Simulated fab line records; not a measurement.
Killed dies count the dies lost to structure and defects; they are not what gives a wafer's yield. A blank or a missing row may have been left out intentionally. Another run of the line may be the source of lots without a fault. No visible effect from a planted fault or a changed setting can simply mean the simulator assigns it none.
Matching of chambers | flow n5Finfet | rieDiel-04 running N5_BEOL_M4_STRIP_66: 4 sister chambers
The step strips in CF4. 4 wafers are shown with their chamber, then 12 later ones without.

== WAFERS, EACH WITH ITS CHAMBER ==
wafer  | chamber | drypumpMotorCurrentA (A)
L088.1 | 0       | 6.1
L089.1 | 1       | 5.4
L089.4 | 2       | 6.4
L089.6 | 3       | 5.7

== WAFERS WITHOUT THEIR CHAMBER ==
wafer  | drypumpMotorCurrentA (A)
L094.2 | 6.2
L094.3 | 5.6
L094.5 | 6.2
L096.1 | 5.4
L096.2 | 5.6
L096.3 | 6.1
L096.4 | 6.4
L096.5 | 6.2
L096.6 | 5.7
L097.2 | 6.1
L097.3 | 6.4
L097.6 | 5.6

== WHICH CHAMBER EACH ONE RAN IN ==
wafer  | from the rows above     | in truth
L094.2 | can't be placed: 0 or 2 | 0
L094.3 | can't be placed: 3 or 1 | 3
L094.5 | can't be placed: 0 or 2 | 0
L096.1 | 1                       | 1
L096.2 | can't be placed: 3 or 1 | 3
L096.3 | 0                       | 0
L096.4 | 2                       | 2
L096.5 | can't be placed: 0 or 2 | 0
L096.6 | 3                       | 3
L097.2 | 0                       | 0
L097.3 | 2                       | 2
L097.6 | can't be placed: 3 or 1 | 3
Correctly placed: 6 of 12. These rows do not allow placing 6 (true chamber among the candidates in 6). Number placed wrongly: 0.
How it was worked out, from the rows above alone: a wafer's distance from a chamber is the root of the sum, over the readings, of the square of ((its reading less the chamber's mean) divided by the reading's scatter). The wafer belongs to the nearest chamber; if the next one is less than 2 further off, it can't be placed. Each chamber's mean is taken over the wafers shown for it. The scatter: root of mean squared gap, hidden wafer to nearest shown wafer, with one shown wafer a chamber.
